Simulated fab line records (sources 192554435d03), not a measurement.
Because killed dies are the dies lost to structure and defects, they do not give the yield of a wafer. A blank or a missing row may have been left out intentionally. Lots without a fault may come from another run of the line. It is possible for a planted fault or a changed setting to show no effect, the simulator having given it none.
Lot-split experiment :: flow n5_finfet :: on a route of 1938 steps: 7 lots, 39 wafers read

== ON THE SPLIT ==
At N5_HKMG_FIN_ETCH_55 (etches SOC in N2/H2, target depth 240 nm, time 300 s), the setting bias_w was moved away from the recipe's 150 W on 9 of the 39 wafers read, by -11.5% to +17.9%. For the rest of the wafers, this setting stayed at what the recipe calls for.

The split's own step is where the reading is taken.

== THE READING ==
rf_vpp_V, in V, at N5_HKMG_FIN_ETCH_55 (etches SOC in N2/H2, target depth 240 nm, time 300 s). A value of 523.2 V with a standard deviation of 2.4 V is what fault-free wafers of this fab line usually give.

wafer: L076.1
tool, chamber at the split: rie_diel-04, 0
bias_w as run, W: 150
against the recipe: recipe
rf_vpp_V, V: 519.0
against lot-mates on the recipe: -

wafer: L076.2
tool, chamber at the split: rie_diel-04, 1
bias_w as run, W: 150
against the recipe: recipe
rf_vpp_V, V: 522.9
against lot-mates on the recipe: -

wafer: L076.3
tool, chamber at the split: rie_diel-04, 2
bias_w as run, W: 150
against the recipe: recipe
rf_vpp_V, V: 520.7
against lot-mates on the recipe: -

wafer: L076.4
tool, chamber at the split: rie_diel-04, 3
bias_w as run, W: 150
against the recipe: recipe
rf_vpp_V, V: 524.7
against lot-mates on the recipe: -

wafer: L076.5
tool, chamber at the split: rie_diel-04, 2
bias_w as run, W: 150
against the recipe: recipe
rf_vpp_V, V: 521.0
against lot-mates on the recipe: -

wafer: L076.6
tool, chamber at the split: rie_diel-04, 1
bias_w as run, W: 150
against the recipe: recipe
rf_vpp_V, V: 521.7
against lot-mates on the recipe: -

wafer: L077.1
tool, chamber at the split: rie_diel-03, 0
bias_w as run, W: 150
against the recipe: recipe
rf_vpp_V, V: 523.9
against lot-mates on the recipe: -

wafer: L077.2
tool, chamber at the split: rie_diel-03, 3
bias_w as run, W: 150
against the recipe: recipe
rf_vpp_V, V: 521.1
against lot-mates on the recipe: -

wafer: L077.3
tool, chamber at the split: rie_diel-03, 1
bias_w as run, W: 158.6
against the recipe: +5.7%
rf_vpp_V, V: 544.9
against lot-mates on the recipe: +21.5

wafer: L077.4
tool, chamber at the split: rie_diel-03, 2
bias_w as run, W: 150
against the recipe: recipe
rf_vpp_V, V: 525.2
against lot-mates on the recipe: -

wafer: L077.5
tool, chamber at the split: rie_diel-03, 1
bias_w as run, W: 158.6
against the recipe: +5.7%
rf_vpp_V, V: 545.2
against lot-mates on the recipe: +21.8

wafer: L077.6
tool, chamber at the split: rie_diel-03, 2
bias_w as run, W: 158.6
against the recipe: +5.7%
rf_vpp_V, V: 542.7
against lot-mates on the recipe: +19.3

wafer: L078.1
tool, chamber at the split: rie_diel-04, 0
bias_w as run, W: 150
against the recipe: recipe
rf_vpp_V, V: 519.1
against lot-mates on the recipe: -

wafer: L078.2
tool, chamber at the split: rie_diel-04, 3
bias_w as run, W: 132.8
against the recipe: -11.5%
rf_vpp_V, V: 486.2
against lot-mates on the recipe: -34.8

wafer: L078.3
tool, chamber at the split: rie_diel-04, 2
bias_w as run, W: 150
against the recipe: recipe
rf_vpp_V, V: 521.0
against lot-mates on the recipe: -

wafer: L078.4
tool, chamber at the split: rie_diel-04, 1
bias_w as run, W: 132.8
against the recipe: -11.5%
rf_vpp_V, V: 484.9
against lot-mates on the recipe: -36.1

wafer: L078.5
tool, chamber at the split: rie_diel-04, 1
bias_w as run, W: 150
against the recipe: recipe
rf_vpp_V, V: 523.0
against lot-mates on the recipe: -

wafer: L078.6
tool, chamber at the split: rie_diel-04, 2
bias_w as run, W: 132.8
against the recipe: -11.5%
rf_vpp_V, V: 481.6
against lot-mates on the recipe: -39.4

wafer: L080.1
tool, chamber at the split: rie_diel-02, 1
bias_w as run, W: 150
against the recipe: recipe
rf_vpp_V, V: 527.3
against lot-mates on the recipe: -

wafer: L080.2
tool, chamber at the split: rie_diel-02, 2
bias_w as run, W: 150
against the recipe: recipe
rf_vpp_V, V: 526.1
against lot-mates on the recipe: -

wafer: L080.3
tool, chamber at the split: rie_diel-02, 3
bias_w as run, W: 150
against the recipe: recipe
rf_vpp_V, V: 524.0
against lot-mates on the recipe: -

wafer: L080.4
tool, chamber at the split: rie_diel-02, 0
bias_w as run, W: 150
against the recipe: recipe
rf_vpp_V, V: 519.9
against lot-mates on the recipe: -

wafer: L080.5
tool, chamber at the split: rie_diel-02, 1
bias_w as run, W: 150
against the recipe: recipe
rf_vpp_V, V: 525.5
against lot-mates on the recipe: -

wafer: L080.6
tool, chamber at the split: rie_diel-02, 0
bias_w as run, W: 150
against the recipe: recipe
rf_vpp_V, V: 520.1
against lot-mates on the recipe: -

wafer: L085.1
tool, chamber at the split: rie_diel-04, 0
bias_w as run, W: 150
against the recipe: recipe
rf_vpp_V, V: 518.9
against lot-mates on the recipe: -

wafer: L085.2
tool, chamber at the split: rie_diel-04, 1
bias_w as run, W: 150
against the recipe: recipe
rf_vpp_V, V: 524.1
against lot-mates on the recipe: -

wafer: L085.3
tool, chamber at the split: rie_diel-04, 3
bias_w as run, W: 150
against the recipe: recipe
rf_vpp_V, V: 525.3
against lot-mates on the recipe: -

wafer: L085.4
tool, chamber at the split: rie_diel-04, 2
bias_w as run, W: 150
against the recipe: recipe
rf_vpp_V, V: 520.0
against lot-mates on the recipe: -

wafer: L085.5
tool, chamber at the split: rie_diel-04, 2
bias_w as run, W: 150
against the recipe: recipe
rf_vpp_V, V: 520.9
against lot-mates on the recipe: -

wafer: L085.6
tool, chamber at the split: rie_diel-04, 3
bias_w as run, W: 150
against the recipe: recipe
rf_vpp_V, V: 524.4
against lot-mates on the recipe: -

wafer: L087.1
tool, chamber at the split: rie_diel-04, 3
bias_w as run, W: 150
against the recipe: recipe
rf_vpp_V, V: 524.2
against lot-mates on the recipe: -

wafer: L087.2
tool, chamber at the split: rie_diel-04, 0
bias_w as run, W: 150
against the recipe: recipe
rf_vpp_V, V: 520.7
against lot-mates on the recipe: -

wafer: L087.6
tool, chamber at the split: rie_diel-04, 1
bias_w as run, W: 150
against the recipe: recipe
rf_vpp_V, V: 522.9
against lot-mates on the recipe: -

wafer: L092.1
tool, chamber at the split: rie_diel-02, 0
bias_w as run, W: 176.9
against the recipe: +17.9%
rf_vpp_V, V: 577.3
against lot-mates on the recipe: +53.9

wafer: L092.2
tool, chamber at the split: rie_diel-02, 2
bias_w as run, W: 150
against the recipe: recipe
rf_vpp_V, V: 524.5
against lot-mates on the recipe: -

wafer: L092.3
tool, chamber at the split: rie_diel-02, 1
bias_w as run, W: 150
against the recipe: recipe
rf_vpp_V, V: 525.4
against lot-mates on the recipe: -

wafer: L092.4
tool, chamber at the split: rie_diel-02, 3
bias_w as run, W: 176.9
against the recipe: +17.9%
rf_vpp_V, V: 580.4
against lot-mates on the recipe: +57.0

wafer: L092.5
tool, chamber at the split: rie_diel-02, 1
bias_w as run, W: 176.9
against the recipe: +17.9%
rf_vpp_V, V: 582.5
against lot-mates on the recipe: +59.1

wafer: L092.6
tool, chamber at the split: rie_diel-02, 0
bias_w as run, W: 150
against the recipe: recipe
rf_vpp_V, V: 520.2
against lot-mates on the recipe: -

FIT RESULTS
A straight line over all 39 wafers: rf_vpp_V changes by +3.28 V for each +1% of bias_w; r = +0.99; the points scatter about the line by 2.5 V.
The same after taking each lot's own level away (the mean of its wafers on the recipe; 39 wafers): +3.2 V for each +1%; r = +0.99; scatter 2.3 V.
According to that fit, moving bias_w by its largest amount changes the reading by 57 V.
From 521.03 to 523.82 V: that is the span of the lots' own levels, equal to 1.2 times the standard deviation above.
The two slopes are in agreement: the lot-to-lot level therefore moves the slope only a little.
Check: +58.7 V against its lot-mates is what the line predicts for one of the wafers moved furthest among these (+17.9%) when that wafer is left out of the fit. Against them it came out at +53.9 V.
Tool readings at the split's step, against how far the setting was moved: rf_vpp_V r = +0.99.

== FURTHER SPLITS ON THESE WAFERS ==
Other splits were also applied to these wafers ahead of the reading. Each is held against what the fit with the lots' levels taken away leaves over:
other split on the same wafers: N5_HKMG_FIN_ETCH_54 bias_w
wafers away from the commonest value: 18
r with rf_vpp_V (lot level and that fit taken away): +0.03

== THE WHOLE CHAIN: every reading that the file lists as answering this split, in the file's order ==
step: N5_HKMG_FIN_ETCH_55
what it does: etches SOC in N2/H2, target depth 240 nm, time 300 s
reading: rf_vpp_V
change (the file's fit): +3.21 V for each +1% of the setting
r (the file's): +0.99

step: N5_HKMG_FIN_ETCH_55
what it does: etches SOC in N2/H2, target depth 240 nm, time 300 s
reading: SiARC_of_HKMG_FIN_COAT_42.thk_nm (the simulator's own value, which no gauge read)
change (the file's fit): -0.184 nm for each +1% of the setting
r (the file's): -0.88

== FILE'S OWN FIT ==
rf_vpp_V changes by +3.21 V for each +1% of bias_w, r = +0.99.
